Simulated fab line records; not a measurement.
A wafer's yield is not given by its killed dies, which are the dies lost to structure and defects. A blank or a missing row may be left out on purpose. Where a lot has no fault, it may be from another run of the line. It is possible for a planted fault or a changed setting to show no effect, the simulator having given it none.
Which tool did it? + flow nand harc + 13 lots, 39 wafers sampled, at 5 steps of a route of 1302

## WHAT THE GAUGES READ, wafer by wafer
NHARC_END_SORT_01. Usual: defect limited yield 91.0 %, standard deviation 2.8; killed at array 56, standard deviation 19; killed at other 0.6, standard deviation 1; killed at periphery 3.9, standard deviation 2.7; killed dies 61, standard deviation 19; killed open 3.3, standard deviation 1.9; killed short 2.4, standard deviation 1.7.
| lot  | measured     | on        | defect limited yield (%) | killed at array | killed at other | killed at periphery | killed dies | killed open | killed short | flag |
|------|--------------|-----------|--------------------------|-----------------|-----------------|---------------------|-------------|-------------|--------------|------|
| L703 | day 24 14:05 | prober-01 | 90.0 92.5 91.1           | 59 46 46        | 0 1 1           | 9 4 13              | 68 51 60    | 4 1 6       | 2 1 3        |      |
| L704 | day 25 09:58 | prober-01 | 95.9 95.3 95.3           | 26 29 26        | 0 1 1           | 2 2 5               | 28 32 32    | 4 1 2       | 0 3 0        |      |
| L705 | day 25 04:16 | prober-02 | 84.8 86.6 85.8           | 97 86 93        | 4 0 0           | 2 5 3               | 103 91 96   | 5 3 4       | 4 1 4        |      |
| L708 | day 26 15:25 | prober-02 | 88.3 90.5 89.5           | 72 56 63        | 0 1 2           | 7 7 6               | 79 64 71    | 2 9 9       | 3 1 5        |      |
| L709 | day 27 21:47 | prober-02 | 92.3 90.5 90.5           | 51 62 64        | 0 0 0           | 1 2 0               | 52 64 64    | 2 4 2       | 4 3 4        |      |
| L714 | day 29 12:00 | prober-01 | 0 0 0                    | 38 36 41        | 0 0 0           | 639 641 636         | 677 677 677 | 2 6 5       | 0 3 2        | OFF  |
| L715 | day 29 20:11 | prober-01 | 0 0 0                    | 57 61 59        | 2 0 2           | 618 616 616         | 677 677 677 | 5 3 3       | 3 1 1        | OFF  |
| L720 | day 30 22:01 | prober-01 | 94.7 94.4 95.6           | 32 29 23        | 2 5 2           | 2 4 5               | 36 38 30    | 3 7 7       | 3 1 5        |      |
| L721 | day 31 23:44 | prober-01 | 89.5 92.0 92.5           | 62 49 46        | 1 1 0           | 8 4 5               | 71 54 51    | 5 2 5       | 3 3 0        |      |
| L722 | day 31 22:58 | prober-02 | 90.8 87.9 89.2           | 61 78 68        | 0 0 0           | 1 4 5               | 62 82 73    | 7 4 1       | 2 1 5        |      |
| L723 | day 32 21:01 | prober-02 | 88.3 88.3 87.6           | 78 76 80        | 0 0 0           | 1 3 4               | 79 79 84    | 4 6 2       | 1 2 4        |      |
| L724 | day 32 18:44 | prober-01 | 89.4 92.3 91.4           | 67 48 52        | 1 1 1           | 4 3 5               | 72 52 58    | 5 1 2       | 2 1 4        |      |
| L726 | day 33 04:50 | prober-02 | 88.9 88.9 87.0           | 69 75 79        | 0 0 0           | 6 0 9               | 75 75 88    | 2 2 3       | 7 6 1        |      |

## EACH LOT AND THE TOOL THAT RAN IT (in order: tool; ch and the chambers of the sampled wafers; start)
| lot  | NHARC_P_M2_DEP_33               | NHARC_P_BONDPAD_DEP_00                     | NHARC_P_BONDPAD_ETCH_24            | NHARC_P_BONDPAD_DEGAS_25     |
|------|---------------------------------|--------------------------------------------|------------------------------------|------------------------------|
| L703 | pecvd-02 ch 0,1,2, day 6 13:08  | pecvd-04 ch 1,2, day 6 13:36               | rie diel-09 ch 1,2,3, day 6 15:32  | pvd sputter-03, day 6 15:56  |
| L704 | pecvd-01 ch 0,1,2, day 7 03:26  | pecvd-04 ch 0,2, day 7 03:56               | rie diel-12 ch 0,1,3, day 7 06:11  | pvd sputter-03, day 7 06:34  |
| L705 | pecvd-02 ch 0,1, day 7 06:13    | pecvd-01 ch 0,2, day 7 06:43               | rie diel-12 ch 1,3, day 7 08:28    | pvd sputter-03, day 7 08:52  |
| L708 | pecvd-04 ch 0,1, day 8 13:03    | pecvd-01 ch 0,2, day 8 13:22               | rie diel-01 ch 0,3, day 8 15:14    | pvd sputter-01, day 8 15:38  |
| L709 | pecvd-02 ch 1,2, day 9 00:20    | pecvd-02 ch 0,1,2, day 9 02:53 or earlier  | rie diel-09 ch 0,2,3, day 9 02:53  | pvd sputter-03, day 9 03:17  |
| L714 | pecvd-01 ch 0,1, day 11 02:48   | pecvd-01 ch 0,1,2, day 11 05:13 or earlier | rie diel-09 ch 1,2,3, day 11 05:13 | pvd sputter-03, day 11 05:37 |
| L715 | pecvd-02 ch 1,2, day 11 15:31   | pecvd-04 ch 0,1, day 11 15:56              | rie diel-09 ch 0,2,3, day 11 17:55 | pvd sputter-02, day 11 18:18 |
| L720 | pecvd-02 ch 1,2, day 13 11:09   | pecvd-02 ch 0,2, day 13 13:25 or earlier   | rie diel-09 ch 0,1,3, day 13 13:25 | pvd sputter-01, day 13 13:49 |
| L721 | pecvd-02 ch 1,2, day 13 23:39   | pecvd-04 ch 1,2, day 14 00:02              | rie diel-09 ch 1,2,3, day 14 01:55 | pvd sputter-03, day 14 02:19 |
| L722 | pecvd-04 ch 0,1,2, day 14 10:33 | pecvd-04 ch 0,1,2, day 14 12:55 or earlier | rie diel-01 ch 0,2, day 14 12:55   | pvd sputter-01, day 14 13:20 |
| L723 | pecvd-01 ch 0,1,2, day 14 17:14 | pecvd-04 ch 1,2, day 14 17:38              | rie diel-09 ch 0,1,2, day 14 19:45 | pvd sputter-02, day 14 20:08 |
| L724 | pecvd-02 ch 1,2, day 15 06:12   | pecvd-04 ch 0,1,2, day 15 06:37            | rie diel-12 ch 0,1,2, day 15 08:28 | pvd sputter-02, day 15 08:52 |
| L726 | pecvd-04 ch 0,1,2, day 15 23:01 | pecvd-02 ch 0,1, day 15 23:26              | rie diel-09 ch 0,1,2, day 16 01:17 | pvd sputter-02, day 16 01:41 |
- NHARC_P_M2_DEP_33: deposits SiCN, target thk 30 nm.
- NHARC_P_BONDPAD_DEP_00: deposits SiCN, target thk 250 nm.
- NHARC_P_BONDPAD_ETCH_24: etches the open film in CF4/N2, target depth 30 nm, time 72.99 s.
- NHARC_P_BONDPAD_DEGAS_25: time 60 s.

## WHAT THE TOOLS THEMSELVES READ (means of the sampled wafers that have a number; where no wafer has one, the mark that the record gives instead)
NHARC_P_M2_DEP_33. Usual: heater power w at 601 W, with a standard deviation of 60.
| lot  | tool     | heater power w (W) | flag |
|------|----------|--------------------|------|
| L703 | pecvd-02 | 583                |      |
| L704 | pecvd-01 | 586                |      |
| L705 | pecvd-02 | 587                |      |
| L708 | pecvd-04 | 650                |      |
| L709 | pecvd-02 | 608                |      |
| L714 | pecvd-01 | 526                |      |
| L715 | pecvd-02 | 647                |      |
| L720 | pecvd-02 | 614                |      |
| L721 | pecvd-02 | 642                |      |
| L722 | pecvd-04 | 609                |      |
| L723 | pecvd-01 | 592                |      |
| L724 | pecvd-02 | 599                |      |
| L726 | pecvd-04 | 638                |      |

NHARC_P_BONDPAD_DEP_00. Usual: heater power w at 604 W, with a standard deviation of 63.
| lot  | tool     | heater power w (W) | flag |
|------|----------|--------------------|------|
| L703 | pecvd-04 | 568                |      |
| L704 | pecvd-04 | 608                |      |
| L705 | pecvd-01 | 568                |      |
| L708 | pecvd-01 | 599                |      |
| L709 | pecvd-02 | 576                |      |
| L714 | pecvd-01 | 591                |      |
| L715 | pecvd-04 | 615                |      |
| L720 | pecvd-02 | 613                |      |
| L721 | pecvd-04 | 568                |      |
| L722 | pecvd-04 | 614                |      |
| L723 | pecvd-04 | 556                |      |
| L724 | pecvd-04 | 633                |      |
| L726 | pecvd-02 | 626                |      |

NHARC_P_BONDPAD_ETCH_24. Usual: bias w 100.0 W, standard deviation 0.34; cf4 flow sccm 50.00 sccm, standard deviation 0.16; drypump motor current A 5.7 A, standard deviation 0.45; oes product au 1.002 a.u., standard deviation 0.011; rf vpp V 314.5 V, standard deviation 2.1; showerhead plenum p Torr 2.64 Torr, standard deviation 0.11; throttle valve pct 19.793 %, standard deviation 0.0091.
| lot  | tool        | bias w (W) | cf4 flow sccm (sccm) | drypump motor current A (A) | oes product au (a.u.) | rf vpp V (V) | showerhead plenum p Torr (Torr) | throttle valve pct (%) | flag |
|------|-------------|------------|----------------------|-----------------------------|-----------------------|--------------|---------------------------------|------------------------|------|
| L703 | rie diel-09 | 100.1      | 50.04                | 6.1                         | 0.990                 | 313.7        | 2.63                            | 19.797                 |      |
| L704 | rie diel-12 | 100.3      | 50.11                | 5.6                         | 1.001                 | 316.5        | 2.75                            | 19.802                 |      |
| L705 | rie diel-12 | 99.9       | 49.98                | 5.7                         | 0.997                 | 316.0        | 2.76                            | 19.795                 |      |
| L708 | rie diel-01 | 99.9       | 49.98                | 5.8                         | 1.003                 | 311.5        | 2.50                            | 19.796                 |      |
| L709 | rie diel-09 | 99.8       | 50.03                | 5.7                         | 0.999                 | 313.2        | 2.60                            | 19.799                 |      |
| L714 | rie diel-09 | -          | -                    | -                           | -                     | -            | -                               | -                      | OFF  |
| L715 | rie diel-09 | -          | -                    | -                           | -                     | -            | -                               | -                      | OFF  |
| L720 | rie diel-09 | 99.7       | 49.80                | 5.6                         | 1.004                 | 313.9        | 2.63                            | 19.790                 |      |
| L721 | rie diel-09 | 100.1      | 50.00                | 6.1                         | 1.002                 | 313.7        | 2.62                            | 19.796                 |      |
| L722 | rie diel-01 | 100.1      | 50.06                | 5.4                         | 1.001                 | 314.9        | 2.66                            | 19.786                 |      |
| L723 | rie diel-09 | 99.9       | 49.92                | 5.8                         | 1.011                 | 312.7        | 2.55                            | 19.792                 |      |
| L724 | rie diel-12 | 99.8       | 49.94                | 5.3                         | 1.007                 | 316.1        | 2.74                            | 19.794                 |      |
| L726 | rie diel-09 | 100.0      | 50.05                | 5.8                         | 1.013                 | 313.3        | 2.55                            | 19.787                 |      |

NHARC_P_BONDPAD_DEGAS_25. Usual: heater power w at 487 W, with a standard deviation of 49.
| lot  | tool           | heater power w (W) | flag |
|------|----------------|--------------------|------|
| L703 | pvd sputter-03 | 503                |      |
| L704 | pvd sputter-03 | 498                |      |
| L705 | pvd sputter-03 | 494                |      |
| L708 | pvd sputter-01 | 478                |      |
| L709 | pvd sputter-03 | 472                |      |
| L714 | pvd sputter-03 | 507                |      |
| L715 | pvd sputter-02 | 490                |      |
| L720 | pvd sputter-01 | 476                |      |
| L721 | pvd sputter-03 | 501                |      |
| L722 | pvd sputter-01 | 473                |      |
| L723 | pvd sputter-02 | 443                |      |
| L724 | pvd sputter-02 | 434                |      |
| L726 | pvd sputter-02 | 561                |      |

## THE ANSWER, worked out from the rows above alone
Rule: take the mean of a lot's wafers that have a number; if it is more than 3 standard deviations from the usual mean, the lot is off. Also off: a lot with no number at a reading for which 4 or more lots have one. The other lots that the step has rows for count as sound. After the gauges, taken in route order, come the tools' own readings; for these a lot's mean is taken, as printed above. The first step at which some lot is off is used, and at that step the reading that is off furthest; a lot without a number counts as furthest.
Off at NHARC_END_SORT_01 (killed at periphery): L714, L715.
If a tool, at a process step before that reading, ran all the lots that are off and no sound lot after the first of them, it fits. The gauges at NHARC_END_SORT_01 aren't tried: what is off there is off at NHARC_P_BONDPAD_ETCH_24 too, on other tools, and a gauge's error can't cause that. Because NHARC_P_BONDPAD_DEP_00 lacks a start for some lots, the hours and order of its lots are taken from NHARC_P_BONDPAD_ETCH_24. Not one of the candidates tried fits.

## WHAT HAD BEEN PUT IN BY THE SIMULATOR
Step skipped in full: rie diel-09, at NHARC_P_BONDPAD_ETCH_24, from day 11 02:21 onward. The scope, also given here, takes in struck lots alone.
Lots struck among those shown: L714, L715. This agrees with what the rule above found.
